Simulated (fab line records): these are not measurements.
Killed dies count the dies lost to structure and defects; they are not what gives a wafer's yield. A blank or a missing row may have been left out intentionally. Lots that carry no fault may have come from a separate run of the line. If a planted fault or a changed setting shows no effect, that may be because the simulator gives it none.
One fault through the eyes of 2 desks / flow n5Finfet / each desk holds nothing but its own numbers, with what lay behind them at the end

== FROM THE METROLOGY DESK ==
What the gauges read, lot by lot, whatever tool the lot ran on: means of the sampled wafers that have a number. The brackets show how far a lot's mean lies from the usual mean; more than 4 standard deviations puts the lot out of limits, marked OUT.
Columns: A = M12_OVL at N5_BEOL_M12_OVL_MEAS_29, usual 4 nm
lot=L222; first seen here=day 10 09:09; A=6
lot=L221; first seen here=day 10 23:23; A=4
lot=L224; first seen here=day 11 00:49; A=-1
lot=L223; first seen here=day 11 03:22; A=2
lot=L225; first seen here=day 11 13:26; A=7
lot=L228; first seen here=day 12 03:08; A=7
lot=L234; first seen here=day 14 11:03; A=16
lot=L238; first seen here=day 15 00:01; A=-2
lot=L241; first seen here=day 15 16:02; A=3
lot=L239; first seen here=day 15 17:38; A=7
This desk found nothing out of limits on any of the 10 lots.

== DESK OF THE TOOL OWNER: rieDiel-05 ==
The tool's own readings at N5_BEOL_M12_ETCH_59 (etches BARC in N2/H2, target depth 89 nm, overetch 26.7 nm, time 67.9 s): means of the sampled wafers that have a number, for each lot that ran on this tool. The brackets show how far a lot's mean lies from the usual mean; more than 4 standard deviations puts the lot out of limits, marked OUT.
Columns: A = drypumpMotorCurrentA at N5_BEOL_M12_ETCH_59, usual 5.6 A; B = h2FlowSccm at N5_BEOL_M12_ETCH_59, usual 200.1 sccm; C = n2FlowSccm at N5_BEOL_M12_ETCH_59, usual 199.9 sccm; D = oesProductAu at N5_BEOL_M12_ETCH_59, usual 0.71 a.u.; E = rfVppV at N5_BEOL_M12_ETCH_59, usual 524.3 V; F = showerheadPlenumPTorr at N5_BEOL_M12_ETCH_59, usual 2.55 Torr; G = throttleValvePct at N5_BEOL_M12_ETCH_59, usual 17.65 %
lot=L222; first seen here=day 10 08:09; A=5.5; B=201.1; C=199.4; D=0.77; E=523.2; F=2.52; G=17.59
lot=L221; first seen here=day 10 22:34; A=5.3; B=199.5; C=200.5; D=0.74; E=523.1; F=2.51; G=17.51
lot=L223; first seen here=day 11 02:26; A=5.2; B=199.8; C=200.1; D=0.78; E=523.2; F=2.49; G=17.41
lot=L234; first seen here=day 14 10:14; A=5.3; B=193.3 (-12) OUT; C=199.9; D=0.70; E=523.5; F=2.48; G=17.37
This desk finds L234 out of limits, L234 being first, at day 14 10:14 (h2FlowSccm at N5_BEOL_M12_ETCH_59). L222, L221, L223: within limits.

== BROUGHT TOGETHER ==
The tool owner's desk had the chance to raise an alarm at day 14 10:14 on L234.
The metrology desk saw nothing out of limits.
The metrology desk has L234 on record, within its limits.
Every lot named ran N5_BEOL_M12_ETCH_59 on rieDiel-05.

== WHAT THE SIMULATOR HAD INSERTED ==
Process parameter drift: rieDiel-05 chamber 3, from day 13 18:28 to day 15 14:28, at N5_BEOL_M12_ETCH_59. Setting h2FlowSccm, moved by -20, from 200. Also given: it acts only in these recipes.
Struck lots among those shown: L234.
Delay in hours, fault start to first out-of-limits reading, by desk: the tool owner's desk at 16.
